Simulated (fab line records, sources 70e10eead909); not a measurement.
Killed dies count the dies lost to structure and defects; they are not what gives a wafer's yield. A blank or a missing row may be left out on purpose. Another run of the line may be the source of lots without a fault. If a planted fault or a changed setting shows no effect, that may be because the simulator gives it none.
Matching of chambers -- flow nand harc -- NHARC_P_M2_DESCUM_14 on rie diel-08: 4 sister chambers
The step chemistry O2, time 3 s. 4 wafers are shown with their chamber, then 12 later ones without.

== EACH WAFER AND ITS CHAMBER ==
wafer,chamber,showerhead plenum p Torr (Torr)
L087.6,3,2.04
L089.3,1,1.89
L089.4,0,1.91
L089.6,2,1.84

== WAFERS WHOSE CHAMBER IS MISSING ==
wafer,showerhead plenum p Torr (Torr)
L090.2,1.90
L090.4,2.04
L090.5,1.90
L092.4,1.89
L092.5,1.84
L092.6,1.89
L093.1,1.89
L093.3,1.90
L093.4,1.84
L095.4,1.89
L095.5,1.89
L095.6,1.90

== WHICH CHAMBER EACH WENT THROUGH ==
wafer,from the rows above,in truth
L090.2,can't be placed: 0 or 1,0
L090.4,3,3
L090.5,can't be placed: 0 or 1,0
L092.4,1,1
L092.5,2,2
L092.6,1,1
L093.1,1,1
L093.3,can't be placed: 0 or 1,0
L093.4,2,2
L095.4,1,1
L095.5,1,1
L095.6,can't be placed: 0 or 1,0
8 of 12 placed correctly. These rows do not allow placing 4 (true chamber among the candidates in 4). Wrongly placed: 0.
How it was worked out, from the rows above alone: a wafer's distance from a chamber is the root of the sum, over the readings, of the square of ((its reading less the chamber's mean) divided by the reading's scatter). If the next closest chamber is less than 2 further off than the closest, the wafer can't be placed; otherwise it belongs to the closest. A chamber's mean is the mean of its shown wafers. The scatter (one wafer shown for each chamber): square how far every hidden wafer sits from the nearest shown wafer, average those squares and take the square root.
